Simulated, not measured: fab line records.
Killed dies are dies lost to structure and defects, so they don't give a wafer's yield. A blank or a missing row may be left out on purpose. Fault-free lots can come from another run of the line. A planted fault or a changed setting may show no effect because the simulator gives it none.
Struck lot and sound lot, side by side | flow nand_harc | 25 out of 1159 route steps
Sound: these wafers, L416.2, L416.3, L416.6. The struck wafers were L424.1, L424.5, L424.6. The cause is given at the end.
For every step that has rows: the tool of each side, followed by ch and its chambers, followed by its first start. Under that, the readings that differ: sound wafers | struck wafers | difference of the means | sigmas: that difference in standard deviations of wafers without a fault.
alike: a reading whose means differ by less than 2 such deviations, as well as words and numbers matching on both sides. not compared: withheld readings; readings where some wafer has no value; bounds like >300 that might hide an equal value; numbers whose values overlap and for which the record gives no deviation.
Wherever a step has rows on one side only, a row that says differs or no value, or a row with sigmas, the two part there. Non-overlapping numbers with no deviation appear without sigmas and do not part them. Lack of a reading on every wafer of one side parts them only where that side has two or more wafers.

first, 1 step without rows for these wafers: NHARC_P_M1_SRD_25.
NHARC_P_M1_INSPECT_27:
  sound: defect_inspect-02 at day 7 06:37; struck: defect_inspect-01 at day 9 07:22
  alike: raw_defect_count
NHARC_P_M1_PRE_CLEAN_32: time 12 s.
  sound on pecvd-03 ch 0,1, day 7 06:40; struck on pecvd-03 ch 1,2, day 9 07:27
  alike: heater_power_w
NHARC_P_M1_DEP_33: deposits SiCN, target thk 30 nm.
  sound on pecvd-03 ch 0,1, day 7 06:45; struck on pecvd-03 ch 1,2, day 9 07:33
  alike: heater_power_w
then, 7 steps without rows for these wafers: NHARC_P_M2_DEP_00 (deposits SiOC, target thk 182.5 nm); NHARC_P_M2_DEHYDRATE_01 (time 120 s); NHARC_P_M2_HMDS_02 (time 30 s); NHARC_P_M2_COAT_34 (time 65 s); NHARC_P_M2_COAT_03 (resist thk 90 nm); NHARC_P_M2_SOFTBAKE_04 (time 55 s); NHARC_P_M2_EBR_05.
NHARC_P_M2_EXPOSE_06: exposes mask P M2, target cd 170 nm.
  sound on arfi_scanner-02 ch 0, day 7 07:43; struck on arfi_scanner-02 ch 0, day 9 08:29
  reading              | sound             | struck            | difference | sigmas
  exposure_dose_mJ_cm2 | 80.88 80.90 80.87 | 78.60 78.61 78.58 | -2.29      | -28
  alike: mask
then, 2 steps without rows for these wafers: NHARC_P_M2_PEB_07 (peb time 65 s); NHARC_P_M2_DEVELOP_08 (develop time 35 s).
NHARC_P_M2_CD_MEAS_09: target cd 170 nm.
  sound on cd_sem-02 ch 0, day 7 07:52; struck on cd_sem-01 ch 0, day 9 08:38
  reading    | sound             | struck            | difference | sigmas
  cd_nm (nm) | 169.6 170.2 170.3 | 174.9 183.1 172.8 | +6.9       | +11
NHARC_P_M2_OVL_MEAS_10: pitch 340 nm.
  sound: overlay-01 at day 7 07:57; struck: overlay-02 at day 9 08:43
  alike: overlay_x_nm, overlay_y_nm
NHARC_P_M2_INSPECT_11:
  sound: defect_inspect-02 at day 7 07:59; struck: defect_inspect-01 at day 9 08:46
  alike: raw_defect_count
NHARC_P_M2_DESCUM_14: chemistry O2, time 3 s.
  sound on rie_diel-09 ch 0,1,3, day 7 08:02; struck on rie_diel-09 ch 1,2,3, day 9 08:50
  reading               | sound             | struck            | difference | sigmas
  model.P_M2.cd_nm (nm) | 168.8 170.6 170.3 | 174.2 182.3 172.8 | +6.5       |
  alike: chamber_pressure_mTorr, drypump_motor_current_A, oes_product_au, rf_vpp_V, showerhead_plenum_p_Torr, throttle_valve_pct
  not compared: rf_hours_counter_h
NHARC_P_M2_ETCH_35: etches the open film in N2/H2, target depth 40 nm, overetch 12 nm, time 43.94 s.
  sound on rie_diel-09 ch 0,3, day 7 08:09; struck on rie_diel-09 ch 0,3, day 9 08:55
  alike: chamber_pressure_mTorr, drypump_motor_current_A, oes_product_au, rf_vpp_V, showerhead_plenum_p_Torr, throttle_valve_pct
  not compared: rf_hours_counter_h
NHARC_P_M2_ETCH_15: etches the open film in C4F8/Ar, target depth 182.5 nm, time 91.2 s.
  sound: rie_diel-09 ch 0,1; struck: rie_diel-09 ch 2,3
  alike: chamber_pressure_mTorr, oes_product_au, rf_vpp_V
  not compared: rf_hours_counter_h
NHARC_P_M2_CD_MEAS_16:
  sound: cd_sem-02 at day 7 08:23; struck: cd_sem-02 at day 9 09:07
  reading    | sound             | struck            | difference | sigmas
  cd_nm (nm) | 168.2 169.8 169.5 | 173.4 181.7 172.4 | +6.7       | +7
NHARC_P_M2_STRIP_18: strips in N2/H2.
  sound on rie_diel-09 ch 0,1, day 7 08:30; struck on rie_diel-09 ch 0,1,2, day 9 09:17
  alike: chamber_pressure_mTorr, drypump_motor_current_A, oes_product_au, rf_vpp_V, showerhead_plenum_p_Torr, throttle_valve_pct
  not compared: rf_hours_counter_h
NHARC_P_M2_ETCH_28: etches the open film in CF4/N2, target depth 30 nm, time 72.99 s.
  sound: rie_diel-09 ch 0,1,3; struck: rie_diel-09 ch 0,3
  reading               | sound           | struck            | difference | sigmas
  model.P_M2.cd_nm (nm) | 168 169.8 168.9 | 173.9 182.4 172.3 | +7.3       |
  alike: chamber_pressure_mTorr, drypump_motor_current_A, oes_product_au, rf_vpp_V, showerhead_plenum_p_Torr, throttle_valve_pct
  not compared: rf_hours_counter_h
then, 1 step without rows for these wafers: NHARC_P_M2_STRIP_19 (strips in post etch residue remover, time 600 s).
-- record jumps: 13 days between struck wafers' starts before vs after; left off in module P_M2, resumes in module END, first step shown is number 1159 of the route --
NHARC_END_SORT_01:
  at this point the record logs the struck wafers (prober-02 ch 0, day 22 08:21) and has no rows for the sound ones

WHERE THEY PART
Last at NHARC_END_SORT_01 as far as this record goes, first at NHARC_P_M2_EXPOSE_06.

WHY: what had been put in by the simulator
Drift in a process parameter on arfi_scanner-02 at NHARC_P_M2_EXPOSE_06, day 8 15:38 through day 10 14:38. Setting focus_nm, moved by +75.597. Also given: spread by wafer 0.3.
